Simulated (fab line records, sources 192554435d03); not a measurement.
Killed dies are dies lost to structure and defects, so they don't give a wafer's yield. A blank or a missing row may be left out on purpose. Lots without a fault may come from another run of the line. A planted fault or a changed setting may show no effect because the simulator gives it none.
Which tool did it? | flow n5_finfet | 24 lots, 72 wafers sampled, at 6 steps of a route of 1938

WHAT THE GAUGES READ, wafer by wafer
N5_BEOL_M10_THK_MEAS_01. Usual: M10_ILD_THK 267 nm, standard deviation 3.9.
lot  | measured     | on            | M10_ILD_THK (nm) | flag
L075 | day 9 15:28  | film_metro-02 | 268 268 266      |
L074 | day 9 15:50  | film_metro-02 | 269 267 267      |
L076 | day 10 07:19 | film_metro-01 | 272 266 272      |
L077 | day 10 14:05 | film_metro-01 | 264 268 267      |
L078 | day 10 21:07 | film_metro-01 | 260 263 271      |
L080 | day 11 03:22 | film_metro-01 | 262 260 263      |
L079 | day 11 05:07 | film_metro-01 | 259 266 267      |
L082 | day 11 10:05 | film_metro-02 | 268 259 266      |
L081 | day 11 11:42 | film_metro-02 | 267 266 274      |
L083 | day 12 02:12 | film_metro-01 | 263 268 272      |
L084 | day 12 11:06 | film_metro-02 | 267 267 269      |
L086 | day 12 11:55 | film_metro-02 | 266 271 273      |
L085 | day 12 16:16 | film_metro-02 | 262 266 271      |
L087 | day 12 23:46 | film_metro-01 | 275 269 275      |
L090 | day 13 15:01 | film_metro-01 | 263 267 272      |
L088 | day 13 14:20 | film_metro-01 | 262 259 268      |
L089 | day 13 18:40 | film_metro-01 | 265 268 265      |
L091 | day 14 06:09 | film_metro-01 | 267 270 271      |
L092 | day 14 12:29 | film_metro-02 | 263 260 264      |
L093 | day 14 15:35 | film_metro-02 | 263 271 269      |
L094 | day 14 17:55 | film_metro-02 | 264 274 270      |
L095 | day 15 00:29 | film_metro-02 | 272 263 270      |
L096 | day 15 08:23 | film_metro-02 | 268 272 272      |
L097 | day 15 10:22 | film_metro-01 | 266 268 273      |

WHICH TOOL RAN EACH LOT (tool, then ch and the chambers of the sampled wafers, then the start)
lot  | N5_BEOL_M8_ETCH_41                            | N5_BEOL_M8_ALD_77                   | N5_BEOL_M9_PECVD_70             | N5_BEOL_M9_HM_DEP_02         | N5_BEOL_M9_DESCUM_33
L075 | rie_diel-05 ch 0,2, day 9 03:44 or earlier    | ald_metal-03 ch 1,3, day 9 03:44    | pecvd-04 ch 0,1,2, day 9 06:24  | pvd_sputter-01, day 9 09:00  | rie_diel-04 ch 1,2, day 9 11:46
L074 | rie_diel-05 ch 0,1,2, day 9 04:16 or earlier  | ald_metal-03 ch 1,2,3, day 9 04:16  | pecvd-03 ch 0,1, day 9 06:53    | pvd_sputter-02, day 9 09:15  | rie_diel-03 ch 0,3, day 9 12:04
L076 | rie_diel-02 ch 0,1,3, day 9 21:05 or earlier  | ald_metal-04 ch 2,3, day 9 21:05    | pecvd-03 ch 0,1,2, day 9 23:28  | pvd_sputter-03, day 10 02:07 | rie_diel-04 ch 0,3, day 10 03:36
L077 | rie_diel-06 ch 0,1,2, day 10 02:43 or earlier | ald_metal-03 ch 0,1,3, day 10 02:43 | pecvd-02 ch 0,1, day 10 06:10   | pvd_sputter-01, day 10 07:34 | rie_diel-03 ch 0,1,3, day 10 09:09
L078 | rie_diel-05 ch 1,2,3, day 10 08:28 or earlier | ald_metal-01 ch 0,2,3, day 10 08:28 | pecvd-04 ch 0,1, day 10 12:33   | pvd_sputter-02, day 10 13:07 | rie_diel-04 ch 0,2,3, day 10 16:03
L080 | rie_diel-05 ch 0,2,3, day 10 17:16 or earlier | ald_metal-03 ch 1,2,3, day 10 17:16 | pecvd-04 ch 0,1, day 10 19:38   | pvd_sputter-02, day 10 20:17 | rie_diel-01 ch 0,2,3, day 10 23:01
L079 | rie_diel-05 ch 0,2,3, day 10 19:56 or earlier | ald_metal-01 ch 0,2, day 10 19:56   | pecvd-02 ch 1,2, day 10 23:02   | pvd_sputter-03, day 10 23:39 | rie_diel-03 ch 0,2,3, day 11 01:25
L082 | rie_diel-02 ch 0,1,3, day 11 00:17 or earlier | ald_metal-04 ch 0,2,3, day 11 00:17 | pecvd-03 ch 0,1,2, day 11 02:41 | pvd_sputter-02, day 11 03:37 | rie_diel-04 ch 0,1,3, day 11 05:16
L081 | rie_diel-02 ch 0,1,3, day 11 00:51 or earlier | ald_metal-03 ch 0,1,2, day 11 00:51 | pecvd-02 ch 1,2, day 11 03:38   | pvd_sputter-01, day 11 05:24 | rie_diel-01 ch 0,3, day 11 08:05
L083 | rie_diel-06 ch 0,1, day 11 17:02 or earlier   | ald_metal-01 ch 1,3, day 11 17:02   | pecvd-04 ch 1,2, day 11 19:25   | pvd_sputter-02, day 11 20:22 | rie_diel-04 ch 0,3, day 11 22:44
L084 | rie_diel-02 ch 2,3, day 11 23:58 or earlier   | ald_metal-03 ch 0,1, day 11 23:58   | pecvd-04 ch 0,1, day 12 02:17   | pvd_sputter-01, day 12 05:37 | rie_diel-04 ch 0,1,2, day 12 07:06
L086 | rie_diel-05 ch 1,2, day 12 00:06 or earlier   | ald_metal-01 ch 0,1, day 12 00:06   | pecvd-03 ch 0,2, day 12 02:30   | pvd_sputter-01, day 12 05:43 | rie_diel-03 ch 1,2, day 12 07:35
L085 | rie_diel-05 ch 0,2, day 12 05:56 or earlier   | ald_metal-01 ch 1,2,3, day 12 05:56 | pecvd-04 ch 0,2, day 12 08:36   | pvd_sputter-02, day 12 09:15 | rie_diel-04 ch 2,3, day 12 11:40
L087 | rie_diel-02 ch 0,2, day 12 14:55 or earlier   | ald_metal-03 ch 0,1,2, day 12 14:55 | pecvd-03 ch 0,2, day 12 17:25   | pvd_sputter-01, day 12 18:44 | rie_diel-03 ch 1,2,3, day 12 20:08
L090 | rie_diel-02 ch 0,1,2, day 13 04:26 or earlier | ald_metal-03 ch 1,2,3, day 13 04:26 | pecvd-03 ch 0,1, day 13 06:40   | pvd_sputter-02, day 13 07:23 | rie_diel-01 ch 1,2,3, day 13 11:20
L088 | rie_diel-06 ch 1,2,3, day 13 04:37 or earlier | ald_metal-01 ch 0,2, day 13 04:37   | pecvd-03 ch 0,2, day 13 07:17   | pvd_sputter-03, day 13 08:12 | rie_diel-03 ch 2,3, day 13 10:59
L089 | rie_diel-05 ch 0,3, day 13 07:17 or earlier   | ald_metal-03 ch 1,2, day 13 07:17   | pecvd-03 ch 1,2, day 13 09:44   | pvd_sputter-01, day 13 11:42 | rie_diel-04 ch 0,2, day 13 14:54
L091 | rie_diel-06 ch 0,3, day 13 19:50 or earlier   | ald_metal-01 ch 1,3, day 13 19:50   | pecvd-03 ch 0,1,2, day 13 22:05 | pvd_sputter-02, day 13 23:44 | rie_diel-01 ch 0,1,2, day 14 01:49
L092 | rie_diel-02 ch 0,1,2, day 13 23:58 or earlier | ald_metal-01 ch 0,1,3, day 13 23:58 | pecvd-04 ch 0,2, day 14 02:46   | pvd_sputter-01, day 14 04:17 | rie_diel-03 ch 0,2,3, day 14 08:08
L093 | rie_diel-06 ch 2,3, day 14 04:07 or earlier   | ald_metal-04 ch 1,3, day 14 04:07   | pecvd-02 ch 0,1,2, day 14 06:45 | pvd_sputter-02, day 14 08:55 | rie_diel-01 ch 0,2,3, day 14 11:55
L094 | rie_diel-02 ch 1,2,3, day 14 09:47 or earlier | ald_metal-04 ch 1,2,3, day 14 09:47 | pecvd-04 ch 0,1,2, day 14 12:46 | pvd_sputter-03, day 14 13:10 | rie_diel-04 ch 0,1,3, day 14 14:43
L095 | rie_diel-02 ch 2,3, day 14 14:28 or earlier   | ald_metal-01 ch 1,2,3, day 14 14:28 | pecvd-03 ch 0,2, day 14 17:01   | pvd_sputter-01, day 14 17:54 | rie_diel-03 ch 0,1, day 14 20:31
L096 | rie_diel-06 ch 1,3, day 14 22:13 or earlier   | ald_metal-01 ch 0,2,3, day 14 22:13 | pecvd-04 ch 0,2, day 15 00:50   | pvd_sputter-03, day 15 02:42 | rie_diel-01 ch 0,1,2, day 15 04:25
L097 | rie_diel-06 ch 2,3, day 15 01:24 or earlier   | ald_metal-03 ch 1,3, day 15 01:24   | pecvd-03 ch 0,1, day 15 03:40   | pvd_sputter-03, day 15 03:59 | rie_diel-01 ch 1,3, day 15 05:42
- N5_BEOL_M8_ETCH_41: etches SiCN in CH3F/O2, target depth 31.9 nm, time 57.8 s.
- N5_BEOL_M8_ALD_77: deposits TaN, target thk 2 nm, pulse time 2 s, purge time 3 s.
- N5_BEOL_M9_PECVD_70: deposits SiO2 from TEOS/O2, target thk 20 nm, time 22.7 s.
- N5_BEOL_M9_HM_DEP_02: deposits TiN, target thk 20 nm.
- N5_BEOL_M9_DESCUM_33: chemistry O2, time 7 s.

WHAT THE TOOLS THEMSELVES READ (means of the sampled wafers that have a number; where no wafer has one, the mark that the record gives instead)
N5_BEOL_M8_ETCH_41. Usual: CH3F_flow_sccm 29.99 sccm, standard deviation 0.091; drypump_motor_current_A 5.8 A, standard deviation 0.49; oes_product_au 0.76 a.u., standard deviation 0.074; rf_vpp_V 297.7 V, standard deviation 1.2; showerhead_plenum_p_Torr 2.02 Torr, standard deviation 0.039; throttle_valve_pct 16.42 %, standard deviation 0.29.
lot  | tool        | CH3F_flow_sccm (sccm) | drypump_motor_current_A (A) | oes_product_au (a.u.) | rf_vpp_V (V) | showerhead_plenum_p_Torr (Torr) | throttle_valve_pct (%) | flag
L075 | rie_diel-05 | 30.07                 | 5.1                         | 0.75                  | 298.3        | 2.05                            | 16.26                  |
L074 | rie_diel-05 | 29.97                 | 5.5                         | 0.78                  | 298.3        | 2.04                            | 16.38                  |
L076 | rie_diel-02 | 29.93                 | 6.3                         | 0.76                  | 298.3        | 2.03                            | 16.37                  |
L077 | rie_diel-06 | 30.07                 | 5.9                         | 0.71                  | 297.5        | 2.01                            | 16.47                  |
L078 | rie_diel-05 | 29.97                 | 5.5                         | 0.77                  | 298.6        | 2.06                            | 16.23                  |
L080 | rie_diel-05 | 29.90                 | 5.3                         | 0.76                  | 299.3        | 2.05                            | 16.28                  |
L079 | rie_diel-05 | 29.89                 | 5.3                         | 0.76                  | 298.5        | 2.05                            | 16.28                  |
L082 | rie_diel-02 | 29.93                 | 6.2                         | 0.75                  | 298.0        | 2.02                            | 16.39                  |
L081 | rie_diel-02 | 30.03                 | 6.2                         | 0.76                  | 297.0        | 2.02                            | 16.40                  |
L083 | rie_diel-06 | 29.99                 | 5.9                         | 0.68                  | 298.2        | 2.02                            | 16.55                  |
L084 | rie_diel-02 | 30.03                 | 5.4                         | 0.71                  | 297.2        | 2.00                            | 16.80                  |
L086 | rie_diel-05 | 30.00                 | 5.8                         | 0.77                  | 297.8        | 2.03                            | 16.38                  |
L085 | rie_diel-05 | 29.90                 | 5.3                         | 0.74                  | 297.4        | 2.02                            | 16.49                  |
L087 | rie_diel-02 | 30.07                 | 6.1                         | 0.77                  | 298.2        | 2.06                            | 16.50                  |
L090 | rie_diel-02 | 30.03                 | 6.0                         | 0.81                  | 298.2        | 2.02                            | 16.33                  |
L088 | rie_diel-06 | 30.05                 | 5.6                         | 0.73                  | 299.2        | 2.02                            | 16.46                  |
L089 | rie_diel-05 | 29.95                 | 5.5                         | 0.76                  | 297.9        | 2.03                            | 16.51                  |
L091 | rie_diel-06 | 30.01                 | 5.9                         | 0.74                  | 297.1        | 2.00                            | 16.64                  |
L092 | rie_diel-02 | 29.98                 | 6.0                         | 0.80                  | 296.9        | 2.01                            | 16.34                  |
L093 | rie_diel-06 | 30.05                 | 5.6                         | 0.75                  | 296.0        | 2.01                            | 16.50                  |
L094 | rie_diel-02 | 30.06                 | 5.8                         | 0.78                  | 296.5        | 1.98                            | 16.47                  |
L095 | rie_diel-02 | 29.98                 | 5.6                         | 0.71                  | 296.5        | 1.99                            | 16.78                  |
L096 | rie_diel-06 | 29.99                 | 5.7                         | 0.91                  | 297.9        | 2.03                            | 16.21                  |
L097 | rie_diel-06 | 29.98                 | 5.6                         | 0.73                  | 297.6        | 2.00                            | 16.44                  |

N5_BEOL_M8_ALD_77. Usual: heater_power_w 419 W, standard deviation 27.
lot  | tool         | heater_power_w (W) | flag
L075 | ald_metal-03 | 393                |
L074 | ald_metal-03 | 409                |
L076 | ald_metal-04 | 453                |
L077 | ald_metal-03 | 393                |
L078 | ald_metal-01 | 435                |
L080 | ald_metal-03 | 409                |
L079 | ald_metal-01 | 412                |
L082 | ald_metal-04 | 439                |
L081 | ald_metal-03 | 393                |
L083 | ald_metal-01 | 436                |
L084 | ald_metal-03 | 376                |
L086 | ald_metal-01 | 450                |
L085 | ald_metal-01 | 426                |
L087 | ald_metal-03 | 392                |
L090 | ald_metal-03 | 409                |
L088 | ald_metal-01 | 421                |
L089 | ald_metal-03 | 418                |
L091 | ald_metal-01 | 442                |
L092 | ald_metal-01 | 443                |
L093 | ald_metal-04 | 439                |
L094 | ald_metal-04 | 433                |
L095 | ald_metal-01 | 423                |
L096 | ald_metal-01 | 433                |
L097 | ald_metal-03 | 409                |

N5_BEOL_M9_PECVD_70. Usual: heater_power_w 743 W, standard deviation 130; showerhead_plenum_p_Torr 8.75 Torr, standard deviation 0.03; throttle_valve_pct 22.2 %, standard deviation 1.1.
lot  | tool     | heater_power_w (W) | showerhead_plenum_p_Torr (Torr) | throttle_valve_pct (%) | flag
L075 | pecvd-04 | 835                | 8.76                            | 22.9                   |
L074 | pecvd-03 | 710                | 8.75                            | 21.1                   |
L076 | pecvd-03 | 660                | 8.76                            | 21.7                   |
L077 | pecvd-02 | 713                | 8.77                            | 22.7                   |
L078 | pecvd-04 | 789                | 8.72                            | 23.3                   |
L080 | pecvd-04 | 796                | 8.73                            | 23.5                   |
L079 | pecvd-02 | 619                | 8.76                            | 21.7                   |
L082 | pecvd-03 | 679                | 8.75                            | 21.7                   |
L081 | pecvd-02 | 657                | 8.75                            | 21.5                   |
L083 | pecvd-04 | 931                | 8.77                            | 22.8                   |
L084 | pecvd-04 | 807                | 8.74                            | 23.5                   |
L086 | pecvd-03 | 691                | 8.76                            | 22.2                   |
L085 | pecvd-04 | 778                | 8.74                            | 22.8                   |
L087 | pecvd-03 | 719                | 8.78                            | 22.2                   |
L090 | pecvd-03 | 852                | 8.72                            | 21.2                   |
L088 | pecvd-03 | 722                | 8.77                            | 22.3                   |
L089 | pecvd-03 | 638                | 8.76                            | 21.9                   |
L091 | pecvd-03 | 692                | 8.75                            | 21.6                   |
L092 | pecvd-04 | 865                | 8.77                            | 22.3                   |
L093 | pecvd-02 | 632                | 8.76                            | 22.1                   |
L094 | pecvd-04 | 835                | 8.73                            | 22.9                   |
L095 | pecvd-03 | 603                | 8.76                            | 22.6                   |
L096 | pecvd-04 | 805                | 8.77                            | 22.4                   |
L097 | pecvd-03 | 679                | 8.75                            | 21.5                   |

N5_BEOL_M9_HM_DEP_02. Usual: throttle_valve_pct 29.8 %, standard deviation 1.2.
lot  | tool           | throttle_valve_pct (%) | flag
L075 | pvd_sputter-01 | 30.1                   |
L074 | pvd_sputter-02 | 28.9                   |
L076 | pvd_sputter-03 | 31.5                   |
L077 | pvd_sputter-01 | 29.9                   |
L078 | pvd_sputter-02 | 30.0                   |
L080 | pvd_sputter-02 | 29.5                   |
L079 | pvd_sputter-03 | 30.7                   |
L082 | pvd_sputter-02 | 28.6                   |
L081 | pvd_sputter-01 | 30.3                   |
L083 | pvd_sputter-02 | 28.5                   |
L084 | pvd_sputter-01 | 30.5                   |
L086 | pvd_sputter-01 | 29.9                   |
L085 | pvd_sputter-02 | 28.3                   |
L087 | pvd_sputter-01 | 29.6                   |
L090 | pvd_sputter-02 | 29.5                   |
L088 | pvd_sputter-03 | 30.6                   |
L089 | pvd_sputter-01 | 30.8                   |
L091 | pvd_sputter-02 | 29.3                   |
L092 | pvd_sputter-01 | 30.4                   |
L093 | pvd_sputter-02 | 28.1                   |
L094 | pvd_sputter-03 | 30.1                   |
L095 | pvd_sputter-01 | 29.9                   |
L096 | pvd_sputter-03 | 30.8                   |
L097 | pvd_sputter-03 | 30.2                   |

N5_BEOL_M9_DESCUM_33. Usual: drypump_motor_current_A 5.6 A, standard deviation 0.44; oes_product_au 0.76 a.u., standard deviation 0.093; rf_vpp_V 242.9 V, standard deviation 1.2; showerhead_plenum_p_Torr 2.09 Torr, standard deviation 0.067; throttle_valve_pct 20.59 %, standard deviation 0.28.
lot  | tool        | drypump_motor_current_A (A) | oes_product_au (a.u.) | rf_vpp_V (V) | showerhead_plenum_p_Torr (Torr) | throttle_valve_pct (%) | flag
L075 | rie_diel-04 | 5.9                         | 0.80                  | 243.6        | 2.13                            | 20.18                  |
L074 | rie_diel-03 | 5.3                         | 0.74                  | 244.0        | 2.18                            | 20.71                  |
L076 | rie_diel-04 | 5.1                         | 0.69                  | 242.3        | 2.03                            | 20.81                  |
L077 | rie_diel-03 | 5.6                         | 0.73                  | 243.3        | 2.15                            | 20.73                  |
L078 | rie_diel-04 | 5.4                         | 0.69                  | 243.6        | 2.08                            | 20.65                  |
L080 | rie_diel-01 | 5.8                         | 0.79                  | 242.2        | 2.09                            | 20.61                  |
L079 | rie_diel-03 | 5.4                         | 0.72                  | 244.0        | 2.12                            | 20.73                  |
L082 | rie_diel-04 | 5.6                         | 0.76                  | 241.8        | 2.04                            | 20.64                  |
L081 | rie_diel-01 | 5.5                         | 0.88                  | 242.9        | 2.10                            | 20.55                  |
L083 | rie_diel-04 | 5.1                         | 0.68                  | 242.0        | 2.02                            | 20.83                  |
L084 | rie_diel-04 | 5.5                         | 0.76                  | 242.4        | 2.06                            | 20.38                  |
L086 | rie_diel-03 | 5.6                         | 0.72                  | 241.6        | 2.03                            | 20.74                  |
L085 | rie_diel-04 | 5.9                         | 0.70                  | 243.1        | 2.10                            | 20.75                  |
L087 | rie_diel-03 | 5.5                         | 0.72                  | 243.4        | 2.08                            | 20.75                  |
L090 | rie_diel-01 | 6.0                         | 0.75                  | 243.1        | 2.07                            | 20.43                  |
L088 | rie_diel-03 | 5.4                         | 0.72                  | 242.3        | 2.05                            | 20.76                  |
L089 | rie_diel-04 | 5.4                         | 0.69                  | 242.4        | 2.10                            | 20.42                  |
L091 | rie_diel-01 | 5.8                         | 0.81                  | 243.1        | 2.11                            | 20.45                  |
L092 | rie_diel-03 | 5.5                         | 0.70                  | 243.6        | 2.11                            | 20.76                  |
L093 | rie_diel-01 | 5.8                         | 0.77                  | 243.2        | 2.08                            | 20.64                  |
L094 | rie_diel-04 | 5.6                         | 0.84                  | 242.3        | 2.03                            | 20.58                  |
L095 | rie_diel-03 | 5.7                         | 0.70                  | 243.3        | 2.11                            | 20.79                  |
L096 | rie_diel-01 | 5.9                         | 0.79                  | 243.3        | 2.11                            | 20.46                  |
L097 | rie_diel-01 | 5.9                         | 0.77                  | 243.7        | 2.07                            | 20.21                  |

THE ANSWER, worked out from the rows above alone
Rule: a lot is off if the mean of its wafers that have a number lies more than 3 standard deviations from the usual mean. A lot without any number at a reading at which 4 lots or more have one is off too. The other lots that the step has rows for count as sound. The gauges are gone through in route order, then the tools' own readings, and for those a lot's mean is taken as printed above. The first step at which some lot is off is used, and at that step the reading that is off furthest; a lot without a number counts as furthest.
No lot is off at any reading shown: from this, nothing can be told.

WHAT THE SIMULATOR HAD PUT IN
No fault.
